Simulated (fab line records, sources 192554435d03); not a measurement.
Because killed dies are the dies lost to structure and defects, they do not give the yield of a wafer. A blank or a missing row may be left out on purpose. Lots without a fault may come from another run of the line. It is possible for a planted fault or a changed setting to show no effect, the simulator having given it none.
Which of the tools did it?    flow n5-finfet    10 lots with 30 wafers sampled at 5 steps, on a route of 1938 steps

WHAT THE GAUGES SHOWED, per wafer
Not one reading of a measure or inspect step in the record can be checked against a usual standard deviation.

EACH LOT AND THE TOOL THAT RAN IT (in order: tool; ch and the chambers of the sampled wafers; start)
lot   N5_BEOL_M10_ALD_74                   N5_BEOL_M15_DESCUM_33               N5_BEOL_M15_ETCH_61                 N5_BEOL_M15_SPUTTER_45        N5_PASSIVATION_PROBE_49
L608  ald-metal-04 ch 0,2,3, day 9 22:27   rie-diel-06 ch 0,1,2, day 11 08:15  rie-diel-06 ch 0,1,2, day 11 08:17  pvd-sputter-03, day 11 19:04  -
L612  ald-metal-03 ch 1,3, day 10 16:08    rie-diel-06 ch 2,3, day 12 03:11    rie-diel-06 ch 2,3, day 12 03:13    pvd-sputter-03, day 12 06:17  -
L615  ald-metal-04 ch 0,1,3, day 12 00:52  rie-diel-02 ch 0,2,3, day 13 05:29  rie-diel-02 ch 0,2,3, day 13 05:31  pvd-sputter-03, day 13 10:28  -
L617  ald-metal-04 ch 1,2,3, day 12 19:39  rie-diel-06 ch 0,1,2, day 14 01:08  rie-diel-06 ch 0,1,2, day 14 01:10  pvd-sputter-03, day 14 02:21  -
L623  ald-metal-03 ch 0,1,2, day 13 17:28  rie-diel-05 ch 0,1, day 15 07:02    rie-diel-05 ch 0,1, day 15 07:04    pvd-sputter-01, day 15 08:58  prober-01, day 16 02:07
L621  ald-metal-03 ch 0,1, day 13 17:58    rie-diel-02 ch 0,1, day 14 21:52    rie-diel-02 ch 0,1, day 14 21:54    pvd-sputter-01, day 15 01:43  prober-02, day 15 20:04
L624  ald-metal-01 ch 0,3, day 13 23:17    rie-diel-05 ch 0,1, day 15 07:22    rie-diel-05 ch 0,1, day 15 07:24    pvd-sputter-02, day 15 08:33  -
L628  ald-metal-01 ch 0,1,3, day 14 21:47  rie-diel-02 ch 1,2,3, day 16 08:30  rie-diel-02 ch 1,2,3, day 16 08:32  pvd-sputter-02, day 16 10:53  -
L625  ald-metal-01 ch 1,2,3, day 15 03:11  rie-diel-02 ch 0,1,2, day 16 10:52  rie-diel-02 ch 0,1,2, day 16 10:55  pvd-sputter-03, day 16 12:36  -
L630  ald-metal-01 ch 0,1,3, day 15 22:37  rie-diel-02 ch 0,1,2, day 17 09:38  rie-diel-02 ch 0,1,2, day 17 09:40  pvd-sputter-03, day 17 12:33  -
- N5_BEOL_M10_ALD_74: deposits TaN, target thk 2 nm, pulse time 2 s, purge time 3 s.
- N5_BEOL_M15_DESCUM_33: chemistry O2, time 7.9 s.
- N5_BEOL_M15_ETCH_61: etches BARC in N2/H2, target depth 89 nm, overetch 26.7 nm, time 67.9 s.
- N5_BEOL_M15_SPUTTER_45: material Cu, target thk 100 nm, time 16.67 s.
- N5_PASSIVATION_PROBE_49

WHAT THE TOOLS THEMSELVES READ (means of the sampled wafers that have a number; where no wafer has one, the mark that the record gives instead)
N5_BEOL_M10_ALD_74. Usual: heater-power-w 416 W, standard deviation 40; precursor-vessel-pressure-torr 26.25 Torr, standard deviation 0.056; susceptor-temp-C 274.99 C, standard deviation 0.18.
lot   tool          heater-power-w (W)  precursor-vessel-pressure-torr (Torr)  susceptor-temp-C (C)  flag
L608  ald-metal-04  417                 26.27                                  275.05                
L612  ald-metal-03  399                 26.28                                  274.82                
L615  ald-metal-04  411                 26.27                                  275.10                
L617  ald-metal-04  420                 26.18                                  275.12                
L623  ald-metal-03  400                 26.27                                  274.96                
L621  ald-metal-03  400                 26.22                                  274.81                
L624  ald-metal-01  431                 26.29                                  274.90                
L628  ald-metal-01  401                 26.26                                  274.92                
L625  ald-metal-01  424                 26.25                                  274.91                
L630  ald-metal-01  404                 26.22                                  275.07                

N5_BEOL_M15_DESCUM_33. Usual: drypump-motor-current-A 5.6 A, standard deviation 0.49; oes-product-au 0.79 a.u., standard deviation 0.092; rf-vpp-V 244.3 V, standard deviation 1.3; showerhead-plenum-p-Torr 2.15 Torr, standard deviation 0.066; throttle-valve-pct 20.47 %, standard deviation 0.29.
lot   tool         drypump-motor-current-A (A)  oes-product-au (a.u.)  rf-vpp-V (V)  showerhead-plenum-p-Torr (Torr)  throttle-valve-pct (%)  flag
L608  rie-diel-06  5.9                          0.82                   243.3         2.08                             20.24                   
L612  rie-diel-06  6.3                          0.78                   244.4         2.13                             20.30                   
L615  rie-diel-02  5.2                          0.78                   245.2         2.17                             20.49                   
L617  rie-diel-06  5.9                          0.81                   243.6         2.07                             20.27                   
L623  rie-diel-05  5.9                          0.86                   243.9         2.15                             20.47                   
L621  rie-diel-02  5.4                          0.77                   244.4         2.19                             20.83                   
L624  rie-diel-05  5.9                          0.85                   244.2         2.15                             20.46                   
L628  rie-diel-02  5.4                          0.82                   244.6         2.19                             20.46                   
L625  rie-diel-02  5.3                          0.82                   245.0         2.19                             20.56                   
L630  rie-diel-02  5.3                          0.81                   244.8         2.19                             20.58                   

N5_BEOL_M15_ETCH_61. Usual: drypump-motor-current-A 5.6 A, standard deviation 0.49; n2-flow-sccm 200.0 sccm, standard deviation 0.56; oes-product-au 0.67 a.u., standard deviation 0.072; rf-vpp-V 526.2 V, standard deviation 2.4; showerhead-plenum-p-Torr 2.62 Torr, standard deviation 0.083; throttle-valve-pct 18.0 %, standard deviation 0.32.
lot   tool         drypump-motor-current-A (A)  n2-flow-sccm (sccm)  oes-product-au (a.u.)  rf-vpp-V (V)  showerhead-plenum-p-Torr (Torr)  throttle-valve-pct (%)  flag
L608  rie-diel-06  5.9                          200.1                0.70                   523.5         2.54                             17.7                    
L612  rie-diel-06  6.3                          200.6                0.67                   525.2         2.58                             17.8                    
L615  rie-diel-02  5.2                          200.2                0.66                   526.4         2.65                             17.9                    
L617  rie-diel-06  5.9                          200.1                0.68                   523.9         2.53                             17.7                    
L623  rie-diel-05  5.8                          199.9                0.73                   525.5         2.61                             17.9                    
L621  rie-diel-02  5.4                          199.6                0.66                   527.4         2.64                             18.2                    
L624  rie-diel-05  5.9                          199.7                0.72                   526.2         2.61                             17.9                    
L628  rie-diel-02  5.4                          199.9                0.69                   527.8         2.67                             18.0                    
L625  rie-diel-02  5.3                          200.1                0.69                   526.8         2.67                             18.0                    
L630  rie-diel-02  5.3                          199.7                0.68                   527.1         2.66                             18.0                    

N5_BEOL_M15_SPUTTER_45. Usual: bias-v 60.0 V, standard deviation 0.62; cathode-dc-power-W 25999 W, standard deviation 4.4; susceptor-temp-C -20.00 C, standard deviation 0.11; throttle-valve-pct 30.3 %, standard deviation 1.3.
lot   tool            bias-v (V)  cathode-dc-power-W (W)  susceptor-temp-C (C)  throttle-valve-pct (%)  flag
L608  pvd-sputter-03  59.8        25999                   -19.99                30.2                    
L612  pvd-sputter-03  59.6        25996                   -20.06                31.5                    
L615  pvd-sputter-03  60.3        26001                   -19.98                30.0                    
L617  pvd-sputter-03  60.0        26003                   -20.05                30.3                    
L623  pvd-sputter-01  59.7        25996                   -20.06                29.3                    
L621  pvd-sputter-01  59.5        26002                   -20.12                31.3                    
L624  pvd-sputter-02  60.1        25999                   -20.00                29.8                    
L628  pvd-sputter-02  60.4        25998                   -19.96                29.3                    
L625  pvd-sputter-03  59.5        26001                   -19.88                30.4                    
L630  pvd-sputter-03  60.4        26000                   -20.12                29.5                    

N5_PASSIVATION_PROBE_49. Usual: defect-limited-yield 91.4 %, standard deviation 1.4; killed_at_M0_to_M3 31, standard deviation 10; killed_at_M4_up 14, standard deviation 5.6; killed-at-contacts 13, standard deviation 6.3; killed-at-front-end 39, standard deviation 10; killed-at-other 4, standard deviation 3.1; killed-dies 101, standard deviation 16; killed-on-rim 13, standard deviation 3.9; killed-open 65, standard deviation 13; killed-short 34, standard deviation 7.2; sort_bin_5_function 5.1 %, standard deviation 0.88; sort_bin_6_memory 3.2 %, standard deviation 0.66; sort-n-pass 1079, standard deviation 16; sort-yield-pct 91.4 %, standard deviation 1.4.
lot   tool       defect-limited-yield (%)  killed_at_M0_to_M3  killed_at_M4_up  killed-at-contacts  killed-at-front-end  killed-at-other  killed-dies  killed-on-rim  killed-open  killed-short  sort_bin_5_function (%)  sort_bin_6_memory (%)  sort-n-pass  sort-yield-pct (%)  flag
L623  prober-01  83.2                      22                  129              13                  33                   1                198          21             56           27            10.5                     3.6                    982          83.2                OFF
L621  prober-02  82.6                      32                  112              9                   42                   9                205          27             68           36            10.6                     4.0                    975          82.6                OFF

THE ANSWER, worked out from the rows above alone
Rule: lot off if the mean of its wafers having a number is beyond 3 standard deviations from the usual mean. A lot without any number at a reading at which 4 lots or more have one is off too. The other lots that the step has rows for count as sound. First the gauges in route order, then the tools' own readings, where a lot's mean is used as printed above. At the first step where some lot is off, the reading lying furthest off is the one used; lots without a number count as furthest.
Off, at N5_PASSIVATION_PROBE_49 on killed_at_M4_up: L623, L621. Neither off nor sound, because the step has no rows for them: L608, L612, L615, L617, L624, L628, L625, L630.
A tool fits if, at that step or a process step before it, it ran every lot that is off, and no sound lot after the first of them. 2 tools fit, ald-metal-03 at N5_BEOL_M10_ALD_74 and pvd-sputter-01 at N5_BEOL_M15_SPUTTER_45, so this cannot tell which one it is.

WHAT THE SIMULATOR HAD INSERTED
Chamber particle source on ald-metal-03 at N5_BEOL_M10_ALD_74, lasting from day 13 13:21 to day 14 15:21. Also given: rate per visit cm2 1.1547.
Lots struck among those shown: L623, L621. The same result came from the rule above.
